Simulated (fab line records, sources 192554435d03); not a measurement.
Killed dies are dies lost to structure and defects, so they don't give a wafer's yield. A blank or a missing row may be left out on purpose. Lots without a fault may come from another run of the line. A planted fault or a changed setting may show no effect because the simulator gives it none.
A struck lot beside a sound one | flow n5_finfet | 36 steps out of a route of 1938
Sound: wafers L523.1, L523.2, L523.5. Struck: wafers L525.2, L525.4, L525.6. The cause comes at the end.
At each step with rows: each side's tool, then ch and its chambers, then its first start. Under that, the readings that differ: sound wafers | struck wafers | difference of the means | sigmas: that difference in standard deviations of wafers without a fault.
alike: readings whose means differ by less than 2 such deviations, and words and numbers that are the same on both sides. not compared: withheld readings, readings that some wafer has no value for, bounds like >300 that may hide the same value, and numbers for which the record gives no deviation and whose values overlap.
The two part at a step that has a row with sigmas, a row that says differs or no value, or rows on one side only. Numbers that don't overlap but have no deviation are shown without sigmas and don't part them. A reading that every wafer of one side lacks parts them only if that side has two wafers or more.

first, 9 steps without rows for these wafers: N5_BEOL_M4_ANNEAL_95 (time 240 s); N5_BEOL_M4_SPUTTER_96 (material Cu, target thk 4.5 nm, time 8.29 s); N5_BEOL_M4_ECD_50 (material Cu, target thk 300 nm); N5_BEOL_M4_ANNEAL_51 (time 90 s); N5_BEOL_M4_CMP_52 (polishes, stops on SiOC, t overpolish 6.8 s, target thk 40 nm); N5_BEOL_M4_PRE_CLEAN_60 (time 15 s); N5_BEOL_M4_CO_CAP_55 (material Co, precursor CCTBA/H2, target thk 2 nm, time 102.1 s); N5_BEOL_M4_PRE_CLEAN_56 (time 15 s); N5_BEOL_M4_DEP_57 (deposits SiCN from 3MS/NH3, target thk 8 nm, time 14 s).
N5_BEOL_M4_RC_MEAS_101:
  sound on prober-01 ch 0, day 9 17:50; struck on prober-02 ch 0, day 10 11:26
  alike: DIBL_N, DIBL_P, IOFF_N, IOFF_P, ION_N, ION_P, SS_N, SS_P, VT_N, VT_P
then, 24 steps without rows for these wafers: N5_BEOL_M5_ILD_DEP_00 (deposits SiCOH lowk from DEMS/porogen, target thk 140.64 nm, time 25.9 s); N5_BEOL_M5_CURE_79 (cures SiCOH lowk, time 240 s); N5_BEOL_M5_PECVD_70 (deposits SiO2 from TEOS/O2, target thk 16 nm, time 18 s); N5_BEOL_M5_HM_DEP_02 (deposits TiN, target thk 20 nm); N5_BEOL_M5_COAT_59 (time 60 s, resist thk 60 nm); N5_BEOL_M5_COAT_60 (time 60 s, resist thk 12 nm); N5_BEOL_M5_COAT_71 (time 60 s, resist thk 5 nm); N5_BEOL_M5_COAT_05 (resist thk 30 nm); N5_BEOL_M5_EBR_07; N5_BEOL_M5_SOFTBAKE_06 (time 60 s); N5_BEOL_M5_EXPOSE_08 (exposes mask M5, target cd 28 nm); N5_BEOL_M5_PEB_09 (peb time 60 s); N5_BEOL_M5_DEVELOP_10 (develop time 30 s); N5_BEOL_M5_DESCUM_16 (chemistry O2, time 7 s); N5_BEOL_M5_ETCH_72 (etches underlayer in N2/H2, target depth 6.5 nm, time 5.2 s); N5_BEOL_M5_ETCH_61 (etches SiARC in CF4, target depth 15.6 nm, time 26 s); N5_BEOL_M5_ETCH_62 (etches SOC in N2/H2, target depth 75 nm, overetch 15 nm, time 112.5 s); N5_BEOL_M5_STRIP_63 (strips in N2/H2); N5_BEOL_M5_STRIP_73 (strips in N2/H2); N5_BEOL_M5_STRIP_64 (strips in CF4); N5_BEOL_M5_HM_OPEN_17 (chemistry Cl2/BCl3, target TiN, target depth 20 nm, overetch 6 nm); N5_BEOL_M5_STRIP_19 (strips in O2); N5_BEOL_M5_COAT_65 (time 60 s, resist thk 60 nm); N5_BEOL_M5_COAT_66 (time 60 s, resist thk 12 nm).
N5_BEOL_M8_PECVD_70: deposits SiO2 from TEOS/O2, target thk 20 nm, time 22.7 s.
  sound on pecvd-04 ch 0,2, day 10 22:31; struck on pecvd-04 ch 0,2, day 12 08:11
  no value came back on the struck wafers for any of 6 readings (chamber_pressure_Torr (Torr), heater_power_outer_w (W) and others); on the sound wafers chamber_pressure_Torr (Torr) reads 5.489 5.491 5.511
-- the record jumps here: 3 days lie between the struck wafers' starts before and after (it left off in module BEOL_M8 and takes up again in module PASSIVATION, whose first step shown is number 1936 of the route) --
N5_PASSIVATION_PROBE_49:
  sound on prober-02, day 14 01:55; struck on prober-02, day 15 05:22
  reading                  | sound          | struck         | difference | sigmas
  defect_limited_yield (%) | 92.6 93.6 89.7 | 64.4 61.7 61.4 | -29.5      | -23
  killed_at_M4_up          | 8 4 12         | 323 362 346    | +336       | +60
  killed_dies              | 87 75 122      | 420 452 455    | +348       | +23
  killed_on_rim            | 12 6 15        | 24 23 24       | +13        | +3
  sort_bin_5_function (%)  | 4.1 3.6 5.8    | 31.4 34.2 34.6 | +28.9      | +33
  sort_n_pass              | 1093 1105 1058 | 760 728 725    | -348       | -23
  sort_yield_pct (%)       | 92.6 93.6 89.7 | 64.4 61.7 61.4 | -29.5      | -23
  alike: killed_at_M0_to_M3, killed_at_contacts, killed_at_front_end, killed_at_other, killed_open, killed_short, sort_bin_6_memory, sort_bin_8_speed

WHERE THEY PART
First at N5_BEOL_M8_PECVD_70; last, within this record, at N5_PASSIVATION_PROBE_49.

WHY: what the simulator had put in
Skipped step whole: pecvd-04, from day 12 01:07 on, at N5_BEOL_M8_PECVD_70. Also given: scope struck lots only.
